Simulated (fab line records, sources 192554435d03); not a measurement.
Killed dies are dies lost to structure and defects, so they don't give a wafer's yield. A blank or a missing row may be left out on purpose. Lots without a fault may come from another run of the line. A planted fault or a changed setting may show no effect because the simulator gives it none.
Split-lot experiment | flow n5_finfet | 7 lots, 21 wafers read, on a route of 1938 steps

THE SPLIT
At N5_FIN_SAQP_COAT_10 (resist thk 90 nm), the setting spin_rpm was moved away from the recipe's 1500 rpm on 7 of the 21 wafers read, by +3.7% to +10.4%. The other wafers ran this setting at the recipe's value.

FROM THE SPLIT TO THE READING: what the file shows between them, 3 steps
- N5_FIN_SAQP_EBR_12
- N5_FIN_SAQP_SOFTBAKE_11: time 60 s
- N5_FIN_SAQP_DESCUM_21: chemistry O2, time 7.9 s

THE READING
CAR-ArF_of_FIN_SAQP_COAT_10.thk_nm (the simulator's own value, which no gauge read), in nm, at N5_FIN_SAQP_ETCH_51 (etches SiARC in CF4, target depth 45.5 nm, time 75.8 s). The file gives no usual value for it. The 14 wafers here that ran the recipe average 50.82 nm, standard deviation 0.22 nm.

wafer  | tool, chamber at the split | spin_rpm as run, rpm | against the recipe | CAR-ArF_of_FIN_SAQP_COAT_10.thk_nm, nm | against lot-mates on the recipe
L074.1 | litho_track-03, 0          | 1500                 | recipe             | 51.04                                  | -
L074.2 | litho_track-03, 0          | 1614                 | +7.6%              | 47.26                                  | -3.78
L074.6 | litho_track-03, 0          | 1614                 | +7.6%              | 47.52                                  | -3.52
L078.2 | litho_track-03, 0          | 1500                 | recipe             | 50.64                                  | -
L078.3 | litho_track-03, 0          | 1500                 | recipe             | 50.5                                   | -
L078.4 | litho_track-03, 0          | 1500                 | recipe             | 50.43                                  | -
L080.1 | litho_track-01, 0          | 1500                 | recipe             | 50.74                                  | -
L080.3 | litho_track-01, 0          | 1500                 | recipe             | 50.96                                  | -
L080.4 | litho_track-01, 0          | 1500                 | recipe             | 50.95                                  | -
L081.2 | litho_track-03, 0          | 1500                 | recipe             | 50.75                                  | -
L081.4 | litho_track-03, 0          | 1500                 | recipe             | 51.16                                  | -
L081.5 | litho_track-03, 0          | 1500                 | recipe             | 50.86                                  | -
L089.1 | litho_track-05, 0          | 1656                 | +10.4%             | 46.42                                  | -4.62
L089.2 | litho_track-05, 0          | 1656                 | +10.4%             | 46.8                                   | -4.24
L089.3 | litho_track-05, 0          | 1500                 | recipe             | 51.04                                  | -
L091.2 | litho_track-03, 0          | 1500                 | recipe             | 51.14                                  | -
L091.4 | litho_track-03, 0          | 1556                 | +3.7%              | 49.1                                   | -1.77
L091.5 | litho_track-03, 0          | 1500                 | recipe             | 50.59                                  | -
L093.1 | litho_track-05, 0          | 1620                 | +8.0%              | 47.25                                  | -3.50
L093.2 | litho_track-05, 0          | 1500                 | recipe             | 50.75                                  | -
L093.4 | litho_track-05, 0          | 1620                 | +8.0%              | 47.18                                  | -3.57

THE FIT
A straight line over all 21 wafers: CAR-ArF_of_FIN_SAQP_COAT_10.thk_nm changes by -0.429 nm for each +1% of spin_rpm; r = -0.99; the points scatter about the line by 0.24 nm.
The same after taking each lot's own level away (the mean of its wafers on the recipe; 21 wafers): -0.443 nm for each +1%; r = -1.00; scatter 0.18 nm.
On that fit, the largest move of spin_rpm shifts the reading by 4.6 nm.
The lots' own levels span 50.523 to 51.040 nm, that is 2.3 times the standard deviation above.
So the lot-to-lot level changes the slope little: the two slopes agree.
Check: with one of the wafers moved furthest among these (+10.4%) left out of the fit, the line predicts -4.62 nm for it against its lot-mates. It came out at -4.62 nm against them.

OTHER SPLITS ON THESE WAFERS
These wafers also went through other splits before the reading. Each is held against what the fit with the lots' levels taken away leaves over:
other split on the same wafers           | wafers away from the commonest value | r with CAR-ArF_of_FIN_SAQP_COAT_10.thk_nm (lot level and that fit taken away)
N5_PMOS_HMC_CHANNEL_EPI_COAT_03 spin_rpm | 9                                    | +0.10
N5_PMOS_HMC_CHANNEL_EPI_DESCUM_14 time_s | 8                                    | -0.12

THE WHOLE CHAIN: every reading that the file lists as answering this split, in the file's order
step                | what it does                                           | reading                                                                             | change (the file's fit)               | r (the file's)
N5_FIN_SAQP_COAT_10 | resist thk 90 nm                                       | CAR-ArF_of_FIN_SAQP_COAT_10.thk_nm (the simulator's own value, which no gauge read) | -0.44 nm for each +1% of the setting  | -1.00
N5_FIN_SAQP_ETCH_51 | etches SiARC in CF4, target depth 45.5 nm, time 75.8 s | CAR-ArF_of_FIN_SAQP_COAT_10.thk_nm (the simulator's own value, which no gauge read) | -0.446 nm for each +1% of the setting | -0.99

THE FILE'S OWN FIT
CAR-ArF_of_FIN_SAQP_COAT_10.thk_nm changes by -0.446 nm for each +1% of spin_rpm, r = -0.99.
